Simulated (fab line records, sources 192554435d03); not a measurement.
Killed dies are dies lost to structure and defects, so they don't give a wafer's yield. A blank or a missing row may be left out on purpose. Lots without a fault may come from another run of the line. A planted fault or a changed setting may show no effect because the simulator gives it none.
Which tool did it? | flow n5_finfet | 24 lots, 72 wafers sampled, at 2 steps of a route of 1938

WHAT THE GAUGES READ, wafer by wafer
N5_BEOL_M9_OVL_MEAS_12. Usual: M9_OVL -0.4 nm, standard deviation 0.85.
lot  | measured     | on         | M9_OVL (nm)    | flag
L074 | day 10 01:10 | overlay-01 | 0.5 0.0 -0.1   |
L075 | day 10 07:17 | overlay-01 | -0.4 -0.4 -1.2 |
L077 | day 10 10:13 | overlay-01 | -0.2 -0.1 -1.9 |
L076 | day 10 13:46 | overlay-01 | -0.7 -1.6 -1.3 |
L079 | day 11 18:44 | overlay-02 | 0.0 0.1 -0.6   |
L078 | day 11 18:54 | overlay-01 | -0.9 -1.6 -0.5 |
L082 | day 12 02:48 | overlay-02 | 0.3 -1.0 -0.3  |
L080 | day 12 05:25 | overlay-01 | -0.4 -0.6 -0.3 |
L081 | day 12 05:40 | overlay-02 | -1.1 -0.1 -0.4 |
L085 | day 12 13:39 | overlay-01 | -1.4 -1.5 -0.9 |
L083 | day 12 17:50 | overlay-01 | -0.8 -1.0 0.4  |
L087 | day 12 21:47 | overlay-01 | -0.7 -0.9 -0.9 |
L084 | day 13 00:03 | overlay-01 | 0.1 1.2 0.8    |
L086 | day 13 00:13 | overlay-02 | -1.7 -1.9 0.2  |
L088 | day 13 11:50 | overlay-02 | -0.4 0.4 -1.4  |
L089 | day 13 15:28 | overlay-01 | -0.5 0.3 -0.6  |
L090 | day 14 07:07 | overlay-02 | -0.6 -0.3 0.0  |
L092 | day 14 17:15 | overlay-02 | -0.1 -1.5 0.4  |
L091 | day 14 17:28 | overlay-02 | 0.0 1.3 -0.5   |
L093 | day 15 03:40 | overlay-02 | -0.9 -0.8 -0.7 |
L094 | day 15 09:23 | overlay-02 | 1.1 0.4 1.1    |
L097 | day 15 19:05 | overlay-01 | -0.4 -0.1 0.3  |
L096 | day 15 23:31 | overlay-02 | -2.6 -1.2 -1.4 |
L095 | day 16 00:23 | overlay-01 | 0.6 -0.4 0.1   |

N5_BEOL_M10_CD_MEAS_11: target cd 64.1 nm. Usual: cd_nm 64.2 nm, standard deviation 0.69.
lot  | measured     | on        | cd_nm (nm)     | flag
L074 | day 10 07:19 | cd_sem-01 | 64.8 65.2 64.4 |
L075 | day 10 14:03 | cd_sem-01 | 63.3 64.3 63.8 |
L077 | day 10 17:23 | cd_sem-03 | 63.8 63.7 63.5 |
L076 | day 10 21:23 | cd_sem-01 | 65.1 64.3 64.5 |
L079 | day 12 02:50 | cd_sem-01 | 64.1 64.7 64.6 |
L078 | day 12 03:08 | cd_sem-01 | 63.2 63.9 64.4 |
L082 | day 12 10:08 | cd_sem-02 | 64.7 64.9 65.3 |
L080 | day 12 11:59 | cd_sem-03 | 62.9 63.0 63.3 |
L081 | day 12 13:02 | cd_sem-01 | 64.3 64.1 62.9 |
L085 | day 12 21:14 | cd_sem-02 | 64.4 64.6 65.0 |
L083 | day 13 02:11 | cd_sem-03 | 63.7 63.3 64.1 |
L087 | day 13 06:08 | cd_sem-03 | 64.0 65.3 65.1 |
L084 | day 13 12:02 | cd_sem-02 | 64.2 64.5 64.3 |
L086 | day 13 11:52 | cd_sem-02 | 64.5 65.0 65.1 |
L088 | day 13 20:27 | cd_sem-01 | 64.8 65.0 64.5 |
L089 | day 13 22:55 | cd_sem-01 | 64.7 64.1 63.9 |
L090 | day 14 17:07 | cd_sem-01 | 64.9 64.8 64.1 |
L092 | day 15 00:11 | cd_sem-02 | 64.4 63.9 63.5 |
L091 | day 15 00:14 | cd_sem-02 | 64.9 64.8 64.2 |
L093 | day 15 09:40 | cd_sem-02 | 64.6 64.4 64.2 |
L094 | day 15 18:50 | cd_sem-01 | 64.9 64.1 64.6 |
L097 | day 16 05:07 | cd_sem-02 | 64.7 64.5 63.9 |
L096 | day 16 10:18 | cd_sem-02 | 62.9 62.9 63.4 |
L095 | day 16 10:28 | cd_sem-01 | 62.8 63.2 63.1 |

WHICH TOOL RAN EACH LOT (tool, then ch and the chambers of the sampled wafers, then the start)
The record holds no process step before these readings.

WHAT THE TOOLS THEMSELVES READ (means of the sampled wafers that have a number; where no wafer has one, the mark that the record gives instead)
The record holds no such reading with a usual standard deviation.

THE ANSWER, worked out from the rows above alone
Rule: a lot is off if the mean of its wafers that have a number lies more than 3 standard deviations from the usual mean. A lot without any number at a reading at which 4 lots or more have one is off too. The other lots that the step has rows for count as sound. The gauges are gone through in route order, then the tools' own readings, and for those a lot's mean is taken as printed above. The first step at which some lot is off is used, and at that step the reading that is off furthest; a lot without a number counts as furthest.
No lot is off at any reading shown: from this, nothing can be told.

WHAT THE SIMULATOR HAD PUT IN
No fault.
